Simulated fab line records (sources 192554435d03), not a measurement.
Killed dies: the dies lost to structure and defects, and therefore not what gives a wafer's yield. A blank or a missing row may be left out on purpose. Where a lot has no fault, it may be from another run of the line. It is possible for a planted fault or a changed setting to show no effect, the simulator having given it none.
Chamber matching / flow n5 finfet / N5_BEOL_M6_CMP_52 on cmp-01 has 4 sister chambers
The step polishes, stops on SiCOH lowk, t overpolish 6.9 s, target thk 80 nm. 8 wafers are shown with their chamber, then 10 later ones without.

== WAFERS PAIRED WITH THEIR CHAMBERS ==
wafer=L084.4; chamber=3; motor current A (A)=6.9; barrier field endpoint s (s)=30.1
wafer=L087.4; chamber=0; motor current A (A)=6.4; barrier field endpoint s (s)=29.0
wafer=L087.6; chamber=3; motor current A (A)=6.9; barrier field endpoint s (s)=29.9
wafer=L095.4; chamber=0; motor current A (A)=6.1; barrier field endpoint s (s)=29.0
wafer=L095.5; chamber=2; motor current A (A)=6.7; barrier field endpoint s (s)=28.5
wafer=L095.6; chamber=1; motor current A (A)=4.9; barrier field endpoint s (s)=29.0
wafer=L091.1; chamber=2; motor current A (A)=7.0; barrier field endpoint s (s)=28.0
wafer=L091.2; chamber=1; motor current A (A)=4.5; barrier field endpoint s (s)=27.3

== WAFERS WITH NO CHAMBER GIVEN ==
wafer=L091.3; motor current A (A)=6.1; barrier field endpoint s (s)=27.6
wafer=L093.1; motor current A (A)=6.8; barrier field endpoint s (s)=28.8
wafer=L093.4; motor current A (A)=4.8; barrier field endpoint s (s)=29.2
wafer=L093.5; motor current A (A)=6.2; barrier field endpoint s (s)=28.3
wafer=L082.1; motor current A (A)=7.2; barrier field endpoint s (s)=29.2
wafer=L082.3; motor current A (A)=6.5; barrier field endpoint s (s)=28.9
wafer=L082.6; motor current A (A)=6.9; barrier field endpoint s (s)=29.0
wafer=L096.3; motor current A (A)=4.7; barrier field endpoint s (s)=28.2
wafer=L096.4; motor current A (A)=7.0; barrier field endpoint s (s)=29.1
wafer=L096.6; motor current A (A)=4.4; barrier field endpoint s (s)=28.7

== WHICH CHAMBER EACH WENT THROUGH ==
wafer=L091.3; from the rows above=can't be placed: 0 or 2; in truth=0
wafer=L093.1; from the rows above=can't be placed: 2 or 3 or 0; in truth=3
wafer=L093.4; from the rows above=1; in truth=1
wafer=L093.5; from the rows above=0; in truth=0
wafer=L082.1; from the rows above=can't be placed: 3 or 2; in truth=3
wafer=L082.3; from the rows above=can't be placed: 0 or 2 or 3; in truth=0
wafer=L082.6; from the rows above=can't be placed: 2 or 3 or 0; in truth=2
wafer=L096.3; from the rows above=1; in truth=1
wafer=L096.4; from the rows above=can't be placed: 3 or 2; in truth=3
wafer=L096.6; from the rows above=1; in truth=1
Correct placement for 4 of the 10. These rows do not allow placing 6 (true chamber among the candidates in 6). 0 placed wrongly.
How it was worked out, from the rows above alone: a wafer's distance from a chamber is the root of the sum, over the readings, of the square of ((its reading less the chamber's mean) divided by the reading's scatter). The wafer belongs to the nearest chamber; if the next one is less than 2 further off, it can't be placed. The mean given for a chamber averages the wafers shown for that chamber. How the scatter is found: for the shown wafers, subtract from each reading the mean of its chamber, square and add these, divide the total by (wafers less chambers), then take the root.
